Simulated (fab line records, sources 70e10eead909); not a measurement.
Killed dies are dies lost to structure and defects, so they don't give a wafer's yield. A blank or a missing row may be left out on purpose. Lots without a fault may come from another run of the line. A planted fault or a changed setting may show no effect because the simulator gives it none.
fab line records | flow nand_harc
record lots=6 wafers=18 last_day=33
route steps=1302 shown P_CONTACT@217
lots that met no fault: from a run of the same line without faults
start_h: hours from the record's first day to the start of the lot's first wafer shown | wait_h: hours since the lot's step before | " the same as in the row above | L1.1+2: a row that stands for several wafers | - no value, or no start given | * or withheld: withheld | < > ~ a bound
route shown NAME@n: a module of which the file shows steps, and the number in the route of the first | usual: mean/standard deviation of fault-free wafers | same: alike in all rows | chamber/n: place in a boat | sites: the reading at each site | _std_site: their standard deviation | _edge_site: outer sites' mean less inner sites' | radius_mm: how far each site lies from the wafer's centre | mask NAME#n: copy n | behind: the tool/chamber that last shaped the wafer | hold: why the lot was held/for how many hours/how that ended | device: the transistor (n, p or np) that didn't switch | end of line: the same wafers' tests at the end of the route | a step without rows: its recipe alone | killed: dies lost to structure and defects at the first sort, not the wafer's yield | map: a wafer's dies, x killed, . not, _ none there
set.NAME: the setting as run; set.NAME@STEP: as run at that earlier step | model.NAME: the simulator's own value behind a step, which no gauge read
lots at some steps of the route; a table a step, a row a wafer
services: from which hour (start_h, from the record's first day; less than 0 if before it) a tool's chamber was out of use, for how many hours, and why
## steps
# step NHARC_P_CONTACT_DEP_30
# recipe target_thk_a=300 temp_c=400 target_thk_nm=30 flow_sccm=200 rf_w=450 material=SiNx
# usual heater_power_w=708/110 rf_fwd_power_W=449.0/1.4
# columns lot.wafer tool chamber start_h wait_h heater_power_w rf_fwd_power_W
L370.1 pecvd-04 2 131.92 0.1 979 449.7
L370.3 " 0 " " 755 448.9
L370.6 " 0 " " 779 448.6
L369.1 pecvd-04 2 132.45 0.3 925 447.8
L369.6 " 0 " " 772 449.8
L369.4 " 1 " " 675 448.0
L384.2 pecvd-02 2 278.12 0.2 684 451.7
L384.1 " 0 " " 627 447.7
L384.5 " 2 " " 669 449.2
L388.3 pecvd-04 2 314.61 0.1 983 447.1
L388.1 " 0 " " 679 452.1
L388.5 " 1 " " 660 450.0
L389.3 pecvd-01 1 327.29 0.1 719 450.0
L389.1 " 2 " " 613 449.9
L389.5 " 1 " " 740 448.9
L390.6 pecvd-04 1 342.21 0.2 656 449.4
L390.5 " 2 " " 926 449.3
L390.4 " 0 " " 679 448.2
# step NHARC_P_CONTACT_DEP_00
# recipe target_thk_a=5000 temp_c=400 pressure_torr=6.5 rf_w=900 teos_flow_sccm=161.4 flow_sccm=2650 target_thk_nm=500 gas=O2 material=SiO2
# usual heater_power_w=553/130 rf_fwd_power_W=898.0/2.9 throttle_valve_pct=16.2/0.74
# columns lot.wafer tool chamber start_h wait_h heater_power_w rf_fwd_power_W throttle_valve_pct
L370.1 pecvd-04 2 - - 864 895.2 17.2
L370.3 " 0 " " 581 898.3 15.2
L370.6 " 0 " " 608 896.1 15.4
L369.1 pecvd-04 2 - - 804 899.8 17.7
L369.6 " 0 " " 535 899.1 15.5
L369.4 " 1 " " 449 900.9 16.1
L384.2 pecvd-02 2 - - 431 894.9 15.8
L384.1 " 0 " " 440 899.9 16.2
L384.5 " 2 " " 458 894.9 15.6
L388.3 pecvd-04 2 - - 794 893.9 17.5
L388.1 " 0 " " 451 897.8 16.3
L388.5 " 1 " " 545 899.7 15.7
L389.3 pecvd-01 1 - - 657 893.2 15.5
L389.1 " 2 " " 469 895.6 16.5
L389.5 " 1 " " 677 896.0 15.4
L390.6 pecvd-04 1 - - 475 899.4 15.9
L390.5 " 2 " " 763 897.0 17.3
L390.4 " 0 " " 466 900.2 16.2
# step NHARC_P_CONTACT_CMP_01
# recipe target_thk_nm=200 material=SiO2
# usual motor_current_A=12.9/1.2 slurry_flow_ml_min=150.0/0.44
# columns lot.wafer tool chamber start_h wait_h motor_current_A slurry_flow_ml_min
L370.3 cmp-01 3 132.59 - 13.2 150.1
L370.1 " 0 " " 15.5 150.4
L370.6 " 0 " " 15.1 150.2
L369.1 cmp-01 3 133.13 - 13.8 150.1
L369.4 " 0 " " 16.4 149.6
L369.6 " 2 " " 12.7 149.8
L384.1 cmp-03 0 278.83 - 11.3 149.9
L384.2 " 2 " " 14.0 149.2
L384.5 " 0 " " 11.5 150.3
L388.1 cmp-04 1 315.35 - 13.1 150.1
L388.3 " 3 " " 12.9 150.0
L388.5 " 1 " " 12.9 150.5
L389.1 cmp-03 2 328.02 - 13.8 149.4
L389.3 " 3 " " 12.8 150.0
L389.5 " 0 " " 11.5 149.9
L390.4 cmp-01 1 342.88 - 12.0 149.3
L390.5 " 2 " " 12.6 149.2
L390.6 " 3 " " 13.5 150.8
# step NHARC_P_CONTACT_SRD_03
# step NHARC_P_CONTACT_DEHYDRATE_04
# recipe temp_c=150 time_s=120
# step NHARC_P_CONTACT_HMDS_05
# recipe time_s=30
# step NHARC_P_CONTACT_COAT_33
# recipe temp_c=260 time_s=75
# step NHARC_P_CONTACT_COAT_34
# recipe temp_c=225 time_s=65
# step NHARC_P_CONTACT_COAT_06
# recipe spin_rpm=1500 resist_thk_nm=90
# step NHARC_P_CONTACT_SOFTBAKE_07
# recipe temp_c=105 time_s=55
# step NHARC_P_CONTACT_EBR_08
# step NHARC_P_CONTACT_EXPOSE_09
# recipe na=1.35 target_cd_nm=90 dose_mj=81.26 mask_id=P_CA
# usual exposure_dose_mJ_cm2=81.18/0.088 reticle_temp_C=23.00/0.11
# columns lot.wafer tool chamber start_h wait_h mask exposure_dose_mJ_cm2 reticle_temp_C
L370.1 arfi_scanner-03 0 133.15 - P_CA#0 81.32 22.98
L370.3 " 0 " " P_CA#0 81.31 23.09
L370.6 " 0 " " P_CA#0 81.33 23.08
L369.1 arfi_scanner-01 0 133.77 - P_CA#0 81.17 22.96
L369.4 " 0 " " P_CA#0 81.17 22.82
L369.6 " 0 " " P_CA#0 81.19 22.94
L384.1 arfi_scanner-03 0 279.53 - P_CA#0 81.15 23.05
L384.2 " 0 " " P_CA#0 81.21 23.09
L384.5 " 0 " " P_CA#0 81.15 23.11
L388.1 arfi_scanner-03 0 316.01 - P_CA#0 41.02 22.83
L388.3 " 0 " " P_CA#0 40.95 22.92
L388.5 " 0 " " P_CA#0 41.02 22.80
L389.1 arfi_scanner-02 0 328.65 - P_CA#0 81.07 23.12
L389.3 " 0 " " P_CA#0 81.08 23.11
L389.5 " 0 " " P_CA#0 80.95 22.96
L390.4 arfi_scanner-03 0 343.51 - P_CA#0 49.02 23.03
L390.5 " 0 " " P_CA#0 49.16 23.22
L390.6 " 0 " " P_CA#0 49.05 22.86
# step NHARC_P_CONTACT_PEB_10
# recipe peb_temp_c=100 peb_time_s=65
# step NHARC_P_CONTACT_DEVELOP_11
# recipe develop_time_s=35 dev_temp_c=23
# step NHARC_P_CONTACT_CD_MEAS_12
# recipe target_cd_nm=90 landing_energy_ev=500
# usual cd_nm=89.8/0.53
# columns lot.wafer tool chamber start_h wait_h cd_nm
L370.1 cd_sem-02 0 133.29 - 89.7
L370.3 " 0 " " 90.3
L370.6 " 0 " " 89.7
L369.1 cd_sem-02 0 133.91 - 89.4
L369.4 " 0 " " 89.6
L369.6 " 0 " " 89.4
L384.1 cd_sem-01 0 279.67 - 89.5
L384.2 " 0 " " 89.7
L384.5 " 0 " " 90.2
L388.1 cd_sem-02 0 316.15 - 48.2
L388.3 " 0 " " 48.4
L388.5 " 0 " " 47.9
L389.1 cd_sem-01 0 328.80 - 90.2
L389.3 " 0 " " 89.4
L389.5 " 0 " " 89.5
L390.4 cd_sem-03 0 343.64 - 58.7
L390.5 " 0 " " 58.1
L390.6 " 0 " " 58.2
# step NHARC_P_CONTACT_OVL_MEAS_13
# usual overlay_x_nm=0.2/0.9 overlay_y_nm=0.2/0.74
# columns lot.wafer tool chamber start_h wait_h overlay_x_nm overlay_y_nm
L370.1 overlay-02 - 133.38 - -0.6 -0.6
L370.3 " - " " -0.7 0.1
L370.6 " - " " -0.6 -0.4
L369.1 overlay-02 - 134.00 - -1.9 -0.6
L369.4 " - " " -1.6 -0.6
L369.6 " - " " -2.5 -0.4
L384.1 overlay-02 - 279.75 - 0.0 1.0
L384.2 " - " " -0.6 1.5
L384.5 " - " " 0.4 1.4
L388.1 overlay-02 - 316.24 - -0.5 0.6
L388.3 " - " " -1.1 0.4
L388.5 " - " " 0.0 1.0
L389.1 overlay-02 - 328.88 - -1.0 1.4
L389.3 " - " " -0.5 0.7
L389.5 " - " " -0.3 0.8
L390.4 overlay-01 - 343.72 - -0.3 1.2
L390.5 " - " " -0.3 1.2
L390.6 " - " " -0.4 1.3
# step NHARC_P_CONTACT_INSPECT_14
# usual raw_defect_count=3.8/2
# columns lot.wafer tool chamber start_h wait_h raw_defect_count
L370.1 defect_inspect-01 - 133.42 0.0 5
L370.3 " - " " 4
L370.6 " - " " 5
L369.1 defect_inspect-01 - 134.03 0.0 3
L369.4 " - " " 3
L369.6 " - " " 5
L384.1 defect_inspect-01 - 279.79 0.0 4
L384.2 " - " " 8
L384.5 " - " " 7
L388.1 defect_inspect-01 - 316.28 0.0 4
L388.3 " - " " 6
L388.5 " - " " 2
L389.1 defect_inspect-01 - 328.92 0.0 3
L389.3 " - " " 2
L389.5 " - " " 4
L390.4 defect_inspect-01 - 343.76 0.0 4
L390.5 " - " " 3
L390.6 " - " " 2
# step NHARC_P_CONTACT_DESCUM_17
# recipe time_s=3 o2_flow_sccm=200 ar_flow_sccm=0 bias_power_w=0 chemistry=O2
# usual drypump_motor_current_A=5.9/0.36 oes_product_au=0.999/0.0068 rf_vpp_V=57.8/0.86 showerhead_plenum_p_Torr=1.93/0.07 throttle_valve_pct=11.311/0.0083
# columns lot.wafer tool chamber start_h wait_h drypump_motor_current_A oes_product_au rf_hours_counter_h rf_vpp_V showerhead_plenum_p_Torr throttle_valve_pct model.P_CONTACT.cd_nm
L370.3 rie_diel-11 1 133.50 0.1 5.6 1.004 1.4 57.6 2.02 11.316 90.05
L370.1 " 2 " " 5.8 1.004 1.3 56.4 2.00 11.310 89.75
L370.6 " 3 " " 6.2 0.994 - 56.6 1.84 11.315 89.37
L369.1 rie_diel-12 1 134.11 0.1 6.1 0.990 1.5 57.5 1.97 11.326 89.21
L369.4 " 2 " " 5.8 0.999 1.4 57.0 1.89 11.315 89.56
L369.6 " 3 " " 5.9 0.999 - 57.7 1.85 11.304 89.44
L384.1 rie_diel-07 2 279.85 0.1 5.1 0.990 3.1 56.1 1.93 11.309 89.51
L384.2 " 1 " " 5.8 0.996 2.7 58.3 2.02 11.315 89.89
L384.5 " 3 " " 6.5 1.006 - 58.3 1.89 11.307 90.05
L388.3 rie_diel-11 3 316.34 0.1 6.2 0.998 1.7 56.5 1.84 11.313 49.2
L388.1 " 0 " " 6.4 0.996 1.6 57.4 2.02 11.287 48.23
L388.5 " 3 " " 6.2 0.992 - 56.5 1.84 11.317 48.34
L389.1 rie_diel-07 3 328.98 0.1 6.5 1.006 0.5 57.9 1.89 11.310 90.14
L389.3 " 2 " " 5.1 0.999 0.5 57.6 1.93 11.317 89.26
L389.5 " 2 " " 5.0 1.004 - 58.1 1.93 11.303 89.08
L390.4 rie_diel-11 1 343.84 0.1 5.5 0.998 2.3 57.6 2.02 11.315 58.87
L390.6 " 2 " " 5.8 0.996 - 58.7 2.00 11.318 59.22
L390.5 " 3 " " 6.2 1.000 - 58.7 1.84 11.309 59.08
# step NHARC_P_CONTACT_ETCH_35
# recipe target_depth_a=390 over_etch_frac=0.3 time_s=65 ion_energy_ev=80 cf4_flow_sccm=150 ar_flow_sccm=0 rf_w=300 bias_w=100 chemistry=CF4
# step NHARC_P_CONTACT_ETCH_36
# recipe target_depth_a=2600 over_etch_frac=0.25 time_s=406.25 ion_energy_ev=200 n2_flow_sccm=150 h2_flow_sccm=150 ar_flow_sccm=0 rf_w=400 bias_w=150 chemistry=N2/H2
# usual bias_w=150.0/0.48 drypump_motor_current_A=5.9/0.36 oes_product_au=0.999/0.0082 rf_fwd_power_W=399.2/1.3 rf_vpp_V=431.2/2.3 showerhead_plenum_p_Torr=2.06/0.076 throttle_valve_pct=14.172/0.0093
# columns lot.wafer tool chamber start_h wait_h bias_w drypump_motor_current_A oes_product_au rf_fwd_power_W rf_hours_counter_h rf_vpp_V showerhead_plenum_p_Torr throttle_valve_pct
L370.1 rie_diel-11 0 - - 149.5 6.5 1.006 401.5 1.6 434.6 2.15 14.169
L370.3 " 2 " " 149.7 5.8 1.000 398.1 1.4 433.4 2.13 14.187
L370.6 " 3 " " 149.7 6.2 0.996 400.0 - 426.4 1.96 14.185
L369.1 rie_diel-12 1 - - 150.9 6.1 0.993 399.2 1.6 433.2 2.10 14.168
L369.4 " 2 " " 149.5 5.7 0.998 397.2 1.5 430.2 2.01 14.168
L369.6 " 2 " " 149.8 5.7 0.992 397.1 - 432.1 2.01 14.168
L384.2 rie_diel-07 2 - - 150.5 5.0 1.000 399.3 3.2 430.5 2.05 14.176
L384.1 " 3 " " 149.7 6.5 1.002 400.1 3.3 430.1 2.02 14.159
L384.5 " 2 " " 150.1 5.0 0.995 398.8 - 431.3 2.05 14.172
L388.1 rie_diel-11 2 - - 149.9 5.8 1.010 399.7 1.7 432.8 2.13 14.164
L388.3 " 1 " " 149.2 5.6 1.002 400.1 1.7 434.0 2.15 14.179
L388.5 " 2 " " 150.9 5.8 1.010 400.8 - 432.7 2.13 14.150
L389.1 rie_diel-07 1 - - 149.4 5.8 1.001 399.4 0.5 433.0 2.16 14.167
L389.3 " 2 " " 149.4 5.1 0.998 400.3 0.6 432.1 2.05 14.173
L389.5 " 3 " " 150.0 6.5 1.005 400.2 - 430.5 2.02 14.174
L390.4 rie_diel-11 2 - - 150.6 5.8 0.996 400.7 2.6 433.8 2.13 14.162
L390.6 " 3 " " 150.6 6.2 1.007 397.1 - 429.2 1.96 14.166
L390.5 " 0 " " 150.1 6.5 1.009 400.0 - 432.4 2.15 14.190
# step NHARC_P_CONTACT_ETCH_18
# recipe target_depth_a=4810 time_s=240.5 c4f8_flow_sccm=20 o2_flow_sccm=10 ar_flow_sccm=withheld rf_w=600 bias_w=1500 chemistry=C4F8/O2/Ar
# usual bias_w=1501/4.3 oes_product_au=0.955/0.019 rf_fwd_power_W=598.1/1.7 rf_vpp_V=980/4.8
# columns lot.wafer tool chamber start_h wait_h bias_w oes_product_au rf_fwd_power_W rf_hours_counter_h rf_vpp_V
L370.3 rie_diel-11 0 - - 1502 0.963 598.5 1.8 986
L370.1 " 1 " " 1502 0.997 598.0 1.6 984
L370.6 " 0 " " 1499 0.972 597.1 - 986
L369.4 rie_diel-12 3 - - 1494 0.946 598.3 1.2 974
L369.1 " 2 " " 1499 0.954 597.3 1.7 977
L369.6 " 0 " " 1503 0.945 597.9 - 981
L384.2 rie_diel-07 0 - - 1497 0.941 601.1 3.6 971
L384.1 " 1 " " 1500 0.945 598.3 2.9 985
L384.5 " 1 " " 1496 0.945 599.9 - 987
L388.1 rie_diel-11 2 - - 1498 0.951 597.4 1.9 983
L388.3 " 0 " " 1503 0.944 600.9 1.8 984
L388.5 " 3 " " 1515 0.936 596.8 - 973
L389.1 rie_diel-07 2 - - 1500 0.917 595.4 0.8 979
L389.3 " 3 " " 1498 0.933 599.9 0.8 976
L389.5 " 1 " " 1502 0.925 598.1 - 986
L390.4 rie_diel-11 3 - - 1506 0.960 599.9 2.9 972
L390.5 " 3 " " 1508 0.962 599.1 - 974
L390.6 " 0 " " 1498 0.985 596.5 - 985
# step NHARC_P_CONTACT_STRIP_37
# recipe c4f8_flow_sccm=withheld o2_flow_sccm=8 ar_flow_sccm=withheld bias_w=0 chemistry=C4F8/O2/Ar
# step NHARC_P_CONTACT_ETCH_31
# recipe target_depth_a=300 time_s=85.7 ion_energy_ev=120 over_etch_frac=1 ch3f_flow_sccm=50 o2_flow_sccm=30 ar_flow_sccm=200 rf_w=500 bias_w=100 chemistry=CH3F/O2
# usual bias_w=99.97/0.29 drypump_motor_current_A=5.9/0.36 oes_product_au=0.975/0.012 rf_fwd_power_W=496.0/1.7 rf_vpp_V=244.9/1.4 showerhead_plenum_p_Torr=2.49/0.086 throttle_valve_pct=20.662/0.0088
# columns lot.wafer tool chamber start_h wait_h bias_w drypump_motor_current_A oes_product_au rf_fwd_power_W rf_hours_counter_h rf_vpp_V showerhead_plenum_p_Torr throttle_valve_pct model.P_CONTACT.cd_nm
L370.1 rie_diel-11 0 - - 99.80 6.5 0.984 496.2 1.9 246.6 2.59 20.658 88.25
L370.3 " 1 " " 100.15 5.5 0.999 494.3 1.7 247.4 2.59 20.649 88.81
L370.6 " 0 " " 100.14 6.5 0.983 497.2 - 246.7 2.59 20.663 88.25
L369.4 rie_diel-12 1 - - 99.79 6.1 0.970 493.8 1.8 244.9 2.53 20.644 88.26
L369.1 " 2 " " 99.82 5.8 0.967 493.7 1.7 242.4 2.43 20.675 89.33
L369.6 " 1 " " 99.66 6.1 0.970 495.5 - 246.3 2.52 20.667 88.41
L384.1 rie_diel-07 2 - - 100.46 5.1 0.957 496.7 3.5 243.8 2.47 20.669 88.98
L384.2 " 3 " " 100.02 6.5 0.958 496.5 3.6 245.1 2.43 20.661 88.84
L384.5 " 2 " " 100.43 5.1 0.953 497.3 - 244.9 2.47 20.676 89.3
L388.1 rie_diel-11 0 - - 100.79 6.5 0.981 498.0 1.9 246.4 2.59 20.658 47.67
L388.3 " 1 " " 99.57 5.6 0.958 493.0 1.8 246.7 2.59 20.664 47.89
L388.5 " 3 " " 99.83 6.2 0.965 497.1 - 244.3 2.37 20.673 48.01
L389.1 rie_diel-07 1 - - 100.24 5.8 0.965 493.8 0.8 248.2 2.59 20.668 90.31
L389.3 " 3 " " 100.21 6.5 0.970 497.7 0.9 245.0 2.43 20.658 87.91
L389.5 " 1 " " 99.99 5.8 0.972 495.2 - 246.2 2.59 20.668 89.97
L390.4 rie_diel-11 3 - - 99.79 6.2 0.981 495.8 3.0 243.8 2.37 20.666 58.78
L390.6 " 2 " " 99.93 5.8 0.977 493.7 - 246.2 2.56 20.656 58.69
L390.5 " 3 " " 99.93 6.2 0.991 495.2 - 243.7 2.37 20.645 59.86
# step NHARC_P_CONTACT_CD_MEAS_19
# usual cd_nm=89.4/1
# columns lot.wafer tool chamber start_h wait_h cd_nm
L370.1 cd_sem-02 - 134.35 - 88.5
L370.3 " - " " 88.7
L370.6 " - " " 88.6
L369.1 cd_sem-01 - 134.96 - 89.3
L369.4 " - " " 88.0
L369.6 " - " " 88.4
L384.1 cd_sem-02 - 280.72 - 89.0
L384.2 " - " " 88.6
L384.5 " - " " 89.2
L388.1 cd_sem-02 - 317.20 - 47.6
L388.3 " - " " 48.1
L388.5 " - " " 48.0
L389.1 cd_sem-02 - 330.00 - 90.1
L389.3 " - " " 87.7
L389.5 " - " " 90.0
L390.4 cd_sem-02 - 344.70 - 59.2
L390.5 " - " " 59.4
L390.6 " - " " 58.7
## services
# columns tool chamber start_h hours kind
rie_diel-07 - 117.20 9.0 pm
pecvd-04 1 123.18 3.4 repair
pecvd-04 - 136.76 1.7 repair
rie_diel-12 3 155.98 4.1 repair
rie_diel-11 - 160.03 1.8 repair
rie_diel-12 0 161.09 21.0 repair
cmp-01 - 185.55 4.0 pm
arfi_scanner-03 - 198.32 4.0 pm
rie_diel-12 1 201.23 7.6 repair
arfi_scanner-03 - 209.94 0.7 repair
cmp-01 - 217.49 1.1 repair
cmp-01 - 220.37 5.2 repair
cmp-01 - 235.00 2.8 repair
rie_diel-07 1 242.46 23.0 repair
cmp-01 - 254.50 0.7 repair
rie_diel-11 - 255.50 9.0 pm
rie_diel-07 3 256.23 2.3 repair
arfi_scanner-03 - 260.85 0.5 repair
rie_diel-12 - 268.40 9.0 pm
pecvd-04 - 269.52 13.0 pm
cmp-01 - 283.55 4.0 pm
rie_diel-07 - 294.20 9.0 pm
rie_diel-12 2 301.15 3.8 repair
rie_diel-07 0 328.18 2.0 repair
## key
first_sign step=NHARC_P_CONTACT_EXPOSE_09 reading=exposure_dose_mJ_cm2 direction=down sigmas=99+ usual=81.18 struck=45.04
effect step=NHARC_P_CONTACT_CD_MEAS_12 reading=cd_nm direction=down sigmas=69 usual=89.8 struck=53.3 through=control_loop
effect step=NHARC_P_CONTACT_CD_MEAS_19 reading=cd_nm direction=down sigmas=36 usual=89.4 struck=53.5 through=control_loop
model_effect step=NHARC_P_CONTACT_DESCUM_17 value=P_CONTACT.cd_nm without=90.34 struck=53.82
model_effect step=NHARC_P_CONTACT_ETCH_31 value=P_CONTACT.cd_nm without=90 struck=53.48
met_at NHARC_P_CONTACT_EXPOSE_09
struck_wafers L388.1,L388.3,L388.5,L390.4,L390.5,L390.6
later_rows_left_out L388.1,L388.3,L388.5,L390.4,L390.5,L390.6
sort_left_out L388.1,L388.3,L388.5,L390.4,L390.5,L390.6
tester_left_out L388,L390
loop_trim step=NHARC_P_CONTACT_EXPOSE_09 setting=dose lots=L390
onset_between 279.53 316.01
fault kind=process_parameter_drift tool=arfi_scanner-03 chamber=- onset_h=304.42 steps=NHARC_P_CONTACT_EXPOSE_09 channel=dose_mj offset=-40.081 shape=step acts_in=these_recipes_only stated=81.26
# tester_left_out: of these lots the tester's yield and bins aren't shown, on N5 and GAA mostly nor the transistor test; their killed dies are dies lost to structure and defects alone, not to doping, threshold or leakage, so they don't give the yield
# sort_left_out: the simulated sort isn't trusted on such a fault, so these wafers' sort isn't shown, and their yield isn't known
# later_rows_left_out: the simulator's readings of these wafers behind a module that went badly wrong aren't trusted and aren't shown, but for the sort
# loop_trim: a control loop set the setting to another value than it would have without faults
